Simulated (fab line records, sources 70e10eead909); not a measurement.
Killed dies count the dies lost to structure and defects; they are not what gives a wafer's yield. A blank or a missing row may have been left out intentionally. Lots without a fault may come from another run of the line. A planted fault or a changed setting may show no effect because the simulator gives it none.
Chamber matching	flow nand_harc	NHARC_A_STAIRCASE_DEP_259 on pecvd-01: 3 sister chambers
The step deposits SiON, target thk 30 nm. 14 wafers are shown with their chamber, then 7 later ones without.

## WAFERS WITH THEIR CHAMBER
wafer	chamber	heater_power_w (W)	susceptor_temp_C (C)
L074.1	2	880	400.32
L074.2	0	737	400.20
L074.5	0	732	399.98
L080.1	2	733	400.26
L080.4	1	680	399.80
L080.6	0	816	400.19
L083.2	0	699	400.19
L083.4	2	836	399.63
L083.5	1	720	400.16
L084.2	1	765	400.17
L084.3	2	893	399.49
L084.4	1	770	400.05
L092.1	2	778	399.53
L092.5	0	772	399.94

SIGNATURES (means of the wafers above)
reading	chamber 0	chamber 1	chamber 2	scatter within a chamber
heater_power_w	751.20	733.75	824.00	53.7
susceptor_temp_C	400.1000	400.0450	399.8460	0.274
Rule: a wafer's distance from a chamber is the root of the sum, over the readings, of the square of ((its reading less the chamber's mean) divided by the reading's scatter). If the next closest chamber is less than 2 further off than the closest, the wafer can't be placed; otherwise it belongs to the closest. The scatter: take each reading less its chamber's mean, square it, sum over the shown wafers, divide by the number of wafers less the number of chambers, and take the root.

## WAFERS WITHOUT THEIR CHAMBER
wafer	heater_power_w (W)	susceptor_temp_C (C)
L092.6	809	399.42
L095.2	749	400.34
L095.3	783	399.80
L095.6	786	399.71
L096.1	768	399.65
L096.3	803	400.27
L096.6	788	400.56

## THE CHAMBER EACH PASSED THROUGH
wafer	from the rows above	in truth
L092.6	can't be placed: 2 or 1 or 0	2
L095.2	can't be placed: 0 or 1 or 2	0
L095.3	can't be placed: 2 or 0 or 1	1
L095.6	can't be placed: 2 or 1 or 0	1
L096.1	can't be placed: 2 or 1 or 0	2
L096.3	can't be placed: 0 or 1 or 2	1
L096.6	can't be placed: 0 or 1 or 2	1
0 of 7 placed correctly. Not placeable from these rows: 7 (in 7, the candidates include the true chamber). Number placed wrongly: 0.
